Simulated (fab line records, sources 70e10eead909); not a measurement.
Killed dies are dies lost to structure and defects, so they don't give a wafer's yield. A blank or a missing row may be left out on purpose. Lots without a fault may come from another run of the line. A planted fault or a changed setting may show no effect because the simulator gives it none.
Chamber matching | flow nand_harc | NHARC_A_CHANNEL_FILL_D2_ETCHBACK_19 on rie_si-02: 4 sister chambers
The step etches the open film in HBr/Cl2, target depth 5 nm, time 1.7 s. 18 wafers are shown with their chamber, then 9 later ones without.

WAFERS WITH THEIR CHAMBER
wafer  | chamber | drypump_motor_current_A (A) | oes_product_au (a.u.) | throttle_valve_pct (%)
L074.1 | 2       | 5.3                         | 0.997                 | 26.396
L074.2 | 3       | 6.5                         | 1.012                 | 26.405
L074.5 | 3       | 6.5                         | 1.002                 | 26.420
L076.2 | 2       | 5.3                         | 0.993                 | 26.418
L076.3 | 0       | 6.1                         | 1.008                 | 26.413
L076.4 | 3       | 6.5                         | 0.997                 | 26.399
L078.1 | 3       | 6.6                         | 1.001                 | 26.402
L078.2 | 0       | 6.1                         | 1.001                 | 26.392
L078.6 | 0       | 6.1                         | 1.001                 | 26.427
L079.2 | 0       | 6.1                         | 1.008                 | 26.400
L079.5 | 0       | 6.1                         | 1.006                 | 26.409
L079.6 | 3       | 6.5                         | 0.994                 | 26.414
L080.1 | 2       | 5.3                         | 1.005                 | 26.412
L080.2 | 1       | 6.6                         | 1.001                 | 26.413
L080.4 | 0       | 6.1                         | 1.010                 | 26.411
L082.2 | 1       | 6.6                         | 1.004                 | 26.404
L082.4 | 2       | 5.3                         | 0.995                 | 26.412
L082.5 | 2       | 5.2                         | 1.006                 | 26.395

SIGNATURES (means of the wafers above)
reading                 | chamber 0 | chamber 1 | chamber 2 | chamber 3 | scatter within a chamber
drypump_motor_current_A | 6.100     | 6.600     | 5.280     | 6.520     | 0.0338
oes_product_au          | 1.00567   | 1.00250   | 0.99920   | 1.00120   | 0.00538
throttle_valve_pct      | 26.40867  | 26.40850  | 26.40660  | 26.40800  | 0.0103
Rule: a wafer's distance from a chamber is the root of the sum, over the readings, of the square of ((its reading less the chamber's mean) divided by the reading's scatter). The wafer belongs to the nearest chamber; if the next one is less than 2 further off, it can't be placed. The scatter: the root of (the sum of the squares of (reading less its chamber's mean) over the shown wafers, divided by (wafers less chambers)).

WAFERS WITHOUT THEIR CHAMBER
wafer  | drypump_motor_current_A (A) | oes_product_au (a.u.) | throttle_valve_pct (%)
L084.1 | 6.5                         | 1.004                 | 26.390
L084.4 | 5.3                         | 1.006                 | 26.415
L084.6 | 6.5                         | 1.010                 | 26.397
L085.1 | 5.3                         | 1.008                 | 26.414
L085.2 | 6.5                         | 1.010                 | 26.401
L085.5 | 5.3                         | 1.005                 | 26.410
L094.1 | 6.6                         | 0.995                 | 26.410
L094.3 | 5.3                         | 0.983                 | 26.397
L094.6 | 6.1                         | 0.980                 | 26.407

WHICH CHAMBER EACH WENT THROUGH
wafer  | from the rows above     | in truth
L084.1 | can't be placed: 3 or 1 | 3
L084.4 | 2                       | 2
L084.6 | can't be placed: 3 or 1 | 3
L085.1 | 2                       | 2
L085.2 | can't be placed: 3 or 1 | 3
L085.5 | 2                       | 2
L094.1 | can't be placed: 1 or 3 | 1
L094.3 | 2                       | 2
L094.6 | 0                       | 0
Placed correctly: 5 of 9. Can't be placed from these rows: 4 (the true chamber is among the candidates in 4). Placed wrongly: 0.
